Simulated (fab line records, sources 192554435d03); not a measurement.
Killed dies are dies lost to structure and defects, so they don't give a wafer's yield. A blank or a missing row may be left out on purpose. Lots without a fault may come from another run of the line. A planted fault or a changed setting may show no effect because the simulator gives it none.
Which tool did it? | flow n5_finfet | 12 lots, 36 wafers sampled, at 3 steps of a route of 1938

WHAT THE GAUGES READ, wafer by wafer
N5_MOL_CONTACT_COAG_THK_MEAS_29. Usual: MD_CAP_THK 17.93 nm, standard deviation 0.081.
lot  | measured     | on            | MD_CAP_THK (nm)   | flag
L361 | day 5 07:43  | film_metro-02 | 18.12 17.96 17.96 |
L365 | day 6 10:14  | film_metro-01 | 18.03 17.86 17.98 |
L366 | day 6 14:24  | film_metro-01 | 17.74 17.85 17.81 |
L368 | day 6 20:18  | film_metro-02 | 17.97 18.01 17.89 |
L369 | day 7 03:10  | film_metro-02 | 18.14 18.01 17.99 |
L375 | day 8 14:42  | film_metro-01 | 17.89 17.94 17.85 |
L376 | day 8 18:10  | film_metro-01 | 17.74 17.97 18.05 |
L377 | day 9 02:15  | film_metro-02 | 17.70 17.78 17.90 |
L379 | day 9 18:14  | film_metro-02 | 17.87 17.93 17.85 |
L380 | day 9 23:52  | film_metro-01 | 17.87 17.91 17.84 |
L381 | day 10 06:22 | film_metro-01 | 17.99 17.90 17.91 |
L382 | day 10 15:48 | film_metro-02 | 17.78 17.98 17.89 |

WHICH TOOL RAN EACH LOT (tool, then ch and the chambers of the sampled wafers, then the start)
lot  | N5_MOL_CONTACT_COAG_ETCH_106       | N5_MOL_CONTACT_COAG_CMP_28
L361 | rie_diel-04 ch 1,3, day 4 22:25    | cmp-02 ch 1,3, day 5 07:27
L365 | rie_diel-05 ch 0,2,3, day 6 00:32  | cmp-02 ch 0,1,2, day 6 09:56
L366 | rie_diel-04 ch 1,3, day 6 04:55    | cmp-01 ch 2,3, day 6 14:06
L368 | rie_diel-04 ch 1,3, day 6 10:51    | cmp-02 ch 0,1,2, day 6 20:01
L369 | rie_diel-05 ch 0,1, day 6 19:38    | cmp-03 ch 1,2,3, day 7 02:59
L375 | rie_diel-04 ch 1,2,3, day 8 05:19  | cmp-02 ch 0,2,3, day 8 14:29
L376 | rie_diel-06 ch 0,1,2, day 8 09:38  | cmp-02 ch 0,1, day 8 17:52
L377 | rie_diel-06 ch 0,1,2, day 8 18:07  | cmp-03 ch 0,2,3, day 9 01:57
L379 | rie_diel-06 ch 0,1,3, day 9 08:58  | cmp-03 ch 0,1, day 9 17:56
L380 | rie_diel-06 ch 0,1,2, day 9 11:47  | cmp-03 ch 0,1,3, day 9 23:34
L381 | rie_diel-06 ch 0,2,3, day 9 19:43  | cmp-03 ch 0,2,3, day 10 06:06
L382 | rie_diel-05 ch 1,2,3, day 10 00:10 | cmp-01 ch 0,2,3, day 10 15:30
- N5_MOL_CONTACT_COAG_ETCH_106: etches SOC in N2/H2, target depth 80 nm, overetch 16 nm, time 120 s.
- N5_MOL_CONTACT_COAG_CMP_28: polishes, stops on SiNx, t overpolish 0.85 s, target thk 14.522 nm.

WHAT THE TOOLS THEMSELVES READ (means of the sampled wafers that have a number; where no wafer has one, the mark that the record gives instead)
N5_MOL_CONTACT_COAG_ETCH_106. Usual: drypump_motor_current_A 5.70 A, standard deviation 0.25; oes_product_au 0.73 a.u., standard deviation 0.084; rf_fwd_power_W 835 W, standard deviation 3.4; rf_vpp_V 525.1 V, standard deviation 2.8; showerhead_plenum_p_Torr 2.59 Torr, standard deviation 0.099; throttle_valve_pct 17.8 %, standard deviation 0.32.
lot  | tool        | drypump_motor_current_A (A) | oes_product_au (a.u.) | rf_fwd_power_W (W) | rf_vpp_V (V) | showerhead_plenum_p_Torr (Torr) | throttle_valve_pct (%) | flag
L361 | rie_diel-04 | 6.03                        | 0.75                  | 837                | 527.6        | 2.68                            | 17.8                   |
L365 | rie_diel-05 | 5.87                        | 0.71                  | 832                | 523.9        | 2.56                            | 17.9                   |
L366 | rie_diel-04 | 6.02                        | 0.73                  | 834                | 528.2        | 2.68                            | 17.9                   |
L368 | rie_diel-04 | 6.04                        | 0.67                  | 835                | 527.1        | 2.64                            | 18.0                   |
L369 | rie_diel-05 | 5.73                        | 0.82                  | 837                | 525.6        | 2.59                            | 17.3                   |
L375 | rie_diel-04 | 5.85                        | 0.75                  | 836                | 523.3        | 2.58                            | 18.0                   |
L376 | rie_diel-06 | 5.66                        | 0.76                  | 834                | 526.9        | 2.63                            | 17.6                   |
L377 | rie_diel-06 | 5.65                        | 0.76                  | 836                | 526.0        | 2.62                            | 17.7                   |
L379 | rie_diel-06 | 5.51                        | 0.79                  | 832                | 525.5        | 2.59                            | 17.7                   |
L380 | rie_diel-06 | 5.67                        | 0.75                  | 836                | 525.6        | 2.62                            | 17.7                   |
L381 | rie_diel-06 | 5.53                        | 0.80                  | 833                | 527.4        | 2.66                            | 17.5                   |
L382 | rie_diel-05 | 5.94                        | 0.80                  | 838                | 524.7        | 2.56                            | 17.7                   |

N5_MOL_CONTACT_COAG_CMP_28. Usual: head_pressure_psi 4.150 psi, standard deviation 0.0087; motor_current_A 12.3 A, standard deviation 1.9; time_to_endpoint_s 4.1 s, standard deviation 2.
lot  | tool   | head_pressure_psi (psi) | motor_current_A (A) | time_to_endpoint_s (s) | flag
L361 | cmp-02 | 4.155                   | 10.9                | 4.7                    |
L365 | cmp-02 | 4.156                   | 11.6                | 7.6                    |
L366 | cmp-01 | 4.153                   | 10.8                | 6.0                    |
L368 | cmp-02 | 4.152                   | 11.7                | 5.3                    |
L369 | cmp-03 | 4.157                   | 11.9                | 5.5                    |
L375 | cmp-02 | 4.426                   | 13.0                | 2.7                    | OFF
L376 | cmp-02 | 4.410                   | 11.8                | 5.3                    | OFF
L377 | cmp-03 | 4.152                   | 12.7                | 3.1                    |
L379 | cmp-03 | 4.139                   | 15.5                | 1.7                    |
L380 | cmp-03 | 4.145                   | 12.9                | 2.7                    |
L381 | cmp-03 | 4.153                   | 13.3                | 3.5                    |
L382 | cmp-01 | 4.150                   | 11.4                | 3.0                    |

THE ANSWER, worked out from the rows above alone
Rule: a lot is off if the mean of its wafers that have a number lies more than 3 standard deviations from the usual mean. A lot without any number at a reading at which 4 lots or more have one is off too. The other lots that the step has rows for count as sound. The gauges are gone through in route order, then the tools' own readings, and for those a lot's mean is taken as printed above. The first step at which some lot is off is used, and at that step the reading that is off furthest; a lot without a number counts as furthest.
Off: L375, L376, at N5_MOL_CONTACT_COAG_CMP_28 (head_pressure_psi).
A tool fits if, at that step or a process step before it, it ran every lot that is off, and no sound lot after the first of them. One fits: cmp-02 at N5_MOL_CONTACT_COAG_CMP_28. Its last sound lot is L368 (day 6 20:01), its first lot that is off L375 (day 8 14:29): a fault that began between those two fits.
The tool's own readings at N5_MOL_CONTACT_COAG_CMP_28 bear it out: on the lots that are off they differ by more than 5 times the standard deviation of the sound lots' means. head_pressure_psi reads 4.418 psi there against 4.151 psi on the sound lots.

WHAT THE SIMULATOR HAD PUT IN
Process parameter drift: cmp-02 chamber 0, from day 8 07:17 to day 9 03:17, at N5_MOL_CONTACT_COAG_CMP_28. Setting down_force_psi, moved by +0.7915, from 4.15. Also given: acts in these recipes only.
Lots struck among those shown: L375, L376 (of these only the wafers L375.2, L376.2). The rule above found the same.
